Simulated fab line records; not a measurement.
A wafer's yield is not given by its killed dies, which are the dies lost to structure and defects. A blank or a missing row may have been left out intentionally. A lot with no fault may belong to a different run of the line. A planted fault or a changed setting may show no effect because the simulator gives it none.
Comparing a struck lot with a sound one :: flow n5-finfet :: 18 out of 1938 route steps
Sound: wafers L598.1, L598.3, L598.4. Struck: wafers L605.1, L605.3, L605.5. Last of all comes the cause.
Per side, at each step with rows, come the tool, then ch with its chambers, and then its first start. Under that, the readings that differ: sound wafers :: struck wafers :: difference of the means :: sigmas: that difference in standard deviations of wafers without a fault.
alike: readings with means less than 2 such deviations apart, plus words and numbers identical on both sides. not compared: withheld readings, readings lacking a value on some wafer, bounds such as >300 that could conceal the same value, and numbers that have no deviation in the record and whose values overlap.
Wherever a step has rows on one side only, a row that says differs or no value, or a row with sigmas, the two part there. Non-overlapping numbers with no deviation appear without sigmas and do not part them. Lack of a reading on every wafer of one side parts them only where that side has two or more wafers.

first, 1 step without rows for these wafers: N5_SD_EPI_P_WET_ETCH_45 (etches SiO2 in dHF, time 10.7 s, target depth 2 nm, rinse time 30 s).
N5_SD_EPI_P_STRIP_40: strips in N2/H2.
  sound on plasma-asher-01 ch 0,1, day 3 13:39; struck on plasma-asher-01 ch 0,1, day 5 10:02
  alike: drypump-motor-current-A, heater-power-w, oes-product-au, temp-c
  not compared: rf-hours-counter-h
then, 5 steps without rows for these wafers: N5_SD_EPI_P_PRECLEAN_52 (cleans in O3/DIW, time 60 s); N5_SD_EPI_P_SRD_20 (time 30 s); N5_SD_EPI_P_PRECLEAN_51 (cleans in NF3:NH3, afs cycles 1, time 20 s, sublimation time 60 s); N5_SD_EPI_P_VAPOR_ETCH_44 (etches SiGe30 in NF3/Ar, time 3.3 s); N5_SD_EPI_P_EPI_21 (deposits SiGe:B, time 355 s).
N5_SD_EPI_P_EPI_MEAS_23:
  struck on film-metro-01, day 5 12:45; sound on film-metro-01, day 3 17:12
  alike: thk-nm
then, 4 steps without rows for these wafers: N5_SD_EPI_P_HM_STRIP_48 (strips SiNx in H3PO4, material SiNx, target depth 3 nm); N5_SD_EPI_P_SRD_49 (time 30 s); N5_SD_EPI_P_PRECLEAN_24 (cleans in O3/DIW, time 45 s); N5_SD_EPI_P_PRECLEAN_32 (cleans in dHF, time 10 s).
N5_SD_EPI_P_PRECLEAN_33: cleans in SC2, time 45 s.
  sound on wet-bench-04 ch 1,3,4, day 3 17:25; struck on wet-bench-05 ch 0,4,7, day 5 12:52
  alike: temp-c
then, 1 step without rows for these wafers: N5_SD_EPI_P_SRD_25 (time 30 s).
N5_SD_EPI_P_INSPECT_26: inspects for defects (darkfield).
  struck on defect-inspect-01, day 5 12:56; sound on defect-inspect-02, day 3 17:29
reading: raw-defect-count
sound: 225 215 236
struck: 1298 1316 1351
difference: +1096
sigmas: +31
N5_SD_ACTIVATION_RTA_00: time 0 s.
  sound on rtp-anneal-01 ch 0, day 3 17:31; struck on rtp-anneal-01 ch 0, day 5 12:57
  alike: lamp-power-pct, wafer_temp_C_max
-- here the record skips 4 days between the struck wafers' starts before and after, leaving off in module SD_ACTIVATION and picking up in module BEOL_M4 (first step shown: number 1111 of the route) --
N5_BEOL_M4_RC_MEAS_101:
  sound on prober-01 ch 0, day 8 05:22; struck on prober-02 ch 0, day 9 15:53
  alike: DIBL_N, DIBL_P, IOFF_N, IOFF_P, ION_N, ION_P, SS_N, SS_P, VT_N, VT_P
-- record jumps: 4 days separate the struck wafers' starts on either side; left off in module BEOL_M4, taken up again in module PASSIVATION, whose first shown step is the route's number 1936 --
N5_PASSIVATION_PROBE_49:
  only the struck wafers here have rows in the record (prober-01, day 14 02:12); the sound ones have none

WHERE THEY PART
At N5_SD_EPI_P_INSPECT_26 first; at N5_PASSIVATION_PROBE_49 last (within this record only).

WHY: the cause the simulator had injected
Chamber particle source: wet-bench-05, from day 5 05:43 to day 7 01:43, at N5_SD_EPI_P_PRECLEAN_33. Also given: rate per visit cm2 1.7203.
